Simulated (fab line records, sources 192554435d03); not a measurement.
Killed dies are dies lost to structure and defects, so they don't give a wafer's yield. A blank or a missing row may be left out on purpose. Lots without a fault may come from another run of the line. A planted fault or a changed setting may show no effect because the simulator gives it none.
Split-lot experiment | flow n5_finfet | 7 lots, 21 wafers read, on a route of 1938 steps

THE SPLIT
At N5_MOL_CONTACT_COAG_ETCH_15 (etches SiNx in CH3F/O2, stops on Si:P, target depth 7 nm), the setting source_w was moved away from the recipe's 395 W on 11 of the 21 wafers read, by -15.0% to +17.8%. The other wafers ran this setting at the recipe's value.

The reading is taken at the split's own step.

THE READING
rf_vpp_V, in V, at N5_MOL_CONTACT_COAG_ETCH_15 (etches SiNx in CH3F/O2, stops on Si:P, target depth 7 nm). Fault-free wafers of this fab line usually give 301 V, standard deviation 4.6 V.

wafer  | tool, chamber at the split | source_w as run, W | against the recipe | rf_vpp_V, V | against lot-mates on the recipe
L074.1 | rie_diel-06, 0             | 395                | recipe             | 302         | -
L074.4 | rie_diel-06, 2             | 345.6              | -12.5%             | 321         | +18
L074.6 | rie_diel-06, 0             | 395                | recipe             | 303         | -
L078.1 | rie_diel-06, 3             | 395                | recipe             | 298         | -
L078.2 | rie_diel-06, 1             | 395                | recipe             | 297         | -
L078.6 | rie_diel-06, 0             | 395                | recipe             | 303         | -
L079.1 | rie_diel-05, 3             | 395                | recipe             | 299         | -
L079.2 | rie_diel-05, 1             | 455.6              | +15.3%             | 290         | -12
L079.6 | rie_diel-05, 2             | 395                | recipe             | 304         | -
L085.1 | rie_diel-06, 2             | 395                | recipe             | 303         | -
L085.3 | rie_diel-06, 0             | 463                | +17.2%             | 281         | -22
L085.5 | rie_diel-06, 3             | 463                | +17.2%             | 275         | -28
L093.1 | rie_diel-06, 3             | 335.6              | -15.0%             | 320         | +24
L093.4 | rie_diel-06, 1             | 395                | recipe             | 296         | -
L093.6 | rie_diel-06, 0             | 335.6              | -15.0%             | 327         | +31
L094.4 | rie_diel-06, 2             | 414                | +4.8%              | 297         | +1
L094.5 | rie_diel-06, 0             | 414                | +4.8%              | 294         | -2
L094.6 | rie_diel-06, 1             | 395                | recipe             | 296         | -
L095.1 | rie_diel-05, 3             | 465.2              | +17.8%             | 275         | no lot-mate on the recipe
L095.2 | rie_diel-05, 2             | 465.2              | +17.8%             | 284         | no lot-mate on the recipe
L095.6 | rie_diel-05, 1             | 465.2              | +17.8%             | 286         | no lot-mate on the recipe

THE FIT
A straight line over all 21 wafers: rf_vpp_V changes by -1.25 V for each +1% of source_w; r = -0.95; the points scatter about the line by 4.3 V.
The same after taking each lot's own level away (the mean of its wafers on the recipe; 18 wafers): -1.44 V for each +1%; r = -0.96; scatter 4.1 V.
On that fit, the largest move of source_w shifts the reading by 26 V.
The lots' own levels span 296.0 to 303.0 V, that is 1.5 times the standard deviation above.
So the lot-to-lot level changes the slope: the two fits differ.
Check: with one of the wafers moved furthest among these (+17.2%) left out of the fit, the line predicts -23.1 V for it against its lot-mates. It came out at -22 V against them.
Tool readings at the split's step, against how far the setting was moved: rf_vpp_V r = -0.95.

OTHER SPLITS ON THESE WAFERS
These wafers also went through other splits before the reading. Each is held against what the fit with the lots' levels taken away leaves over:
other split on the same wafers | wafers away from the commonest value | r with rf_vpp_V (lot level and that fit taken away)
N5_SD_EPI_P_COAT_03 spin_rpm   | 9                                    | +0.27
N5_HKMG_FIN_EXPOSE_46 dose_mj  | 7                                    | +0.06
N5_HKMG_FIN_ETCH_54 source_w   | 7                                    | +0.14

THE FILE'S OWN FIT
rf_vpp_V changes by -1.34 V for each +1% of source_w, r = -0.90.
